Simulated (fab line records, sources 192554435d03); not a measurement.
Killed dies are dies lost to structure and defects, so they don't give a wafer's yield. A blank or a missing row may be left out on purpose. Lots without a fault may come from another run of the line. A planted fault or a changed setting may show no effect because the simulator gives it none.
One fault seen from 2 desks | flow n5_finfet | each desk has only its own numbers; what lay behind them comes last

THE METROLOGY DESK
What the gauges read, lot by lot, whatever tool the lot ran on: means of the sampled wafers that have a number. A lot is out of limits, marked OUT, if its mean lies more than 4 standard deviations from the usual mean; the brackets give that distance. Of its 13 readings 7 are shown: the one that was out of limits first, and those that lie furthest out on some lot.
Columns: A = DIBL_N at N5_BEOL_M4_RC_MEAS_101, usual 36.4 mV/V; B = ION_N at N5_BEOL_M4_RC_MEAS_101, usual 670 uA/um; C = ION_P at N5_BEOL_M4_RC_MEAS_101, usual 459 uA/um; D = VT_P at N5_BEOL_M4_RC_MEAS_101, usual -251 mV; E = cd_nm at N5_BEOL_M15_CD_MEAS_17, usual 362 nm; F = M15_THK at N5_BEOL_M15_THK_MEAS_50, usual 833 nm; G = M15_RS at N5_BEOL_M15_RS_MEAS_54, usual 0.0216 ohm/sq
lot  | first seen here | A    | B   | C   | D    | E   | F   | G
L808 | day 7 17:26     | 36.5 | 677 | 465 | -250 | 363 | 831 | 0.0215
L815 | day 9 08:49     | 36.8 | 677 | 463 | -249 | 362 | 850 | 0.0213
L814 | day 9 11:25     | 36.1 | 670 | 455 | -249 | 362 | 813 | 0.0222
L819 | day 10 15:40    | 34.3 | 666 | 453 | -253 | 365 | -   | 32.0770 (+99 or more) OUT
L823 | day 11 10:58    | 37.5 | 674 | 459 | -249 | 358 | -   | 32.5930 (+99 or more) OUT
L829 | day 13 12:19    | 36.1 | 666 | 454 | -255 | 364 | 819 | 0.0217
L830 | day 13 16:30    | 36.5 | 665 | 451 | -255 | 361 | 851 | 0.0209
L831 | day 14 01:40    | 37.2 | 688 | 472 | -250 | 363 | 819 | 0.0218
This desk's finding: out of limits on L819, L823; first on L819, day 15 02:45 (M15_RS at N5_BEOL_M15_RS_MEAS_54). In limits: L808, L815, L814, L829, L830, L831.

THE TOOL OWNER'S DESK: pvd_sputter-03
The tool's own readings at N5_BEOL_M15_SPUTTER_45 (material Cu, target thk 100 nm, time 16.67 s): means of the sampled wafers that have a number, for each lot that ran on this tool. A lot is out of limits, marked OUT, if its mean lies more than 4 standard deviations from the usual mean; the brackets give that distance.
Columns: A = bias_v at N5_BEOL_M15_SPUTTER_45, usual 60.0 V; B = cathode_dc_power_W at N5_BEOL_M15_SPUTTER_45, usual 26000 W; C = substrate_temp_c at N5_BEOL_M15_SPUTTER_45, usual -19.99 C; D = throttle_valve_pct at N5_BEOL_M15_SPUTTER_45, usual 30.6 %
lot  | first seen here | A    | B     | C      | D
L808 | day 11 06:55    | 60.6 | 25998 | -20.04 | 31.6
L815 | day 12 22:23    | 59.3 | 26001 | -19.92 | 31.3
This desk's finding: nothing out of limits on any of the 2 lots.

PUT TOGETHER
The metrology desk could have raised an alarm at day 15 02:45, on L819, L823.
The tool owner's desk saw nothing out of limits.
The tool owner's desk has no number on record for L819, L823.
Of the lots named, all ran N5_BEOL_M15_SPUTTER_45 on pvd_sputter-03.

WHAT THE SIMULATOR HAD PUT IN
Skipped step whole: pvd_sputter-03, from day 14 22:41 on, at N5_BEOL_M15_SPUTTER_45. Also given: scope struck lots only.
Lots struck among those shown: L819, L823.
Hours from the fault's start to each desk's first reading out of limits: the metrology desk, 4.
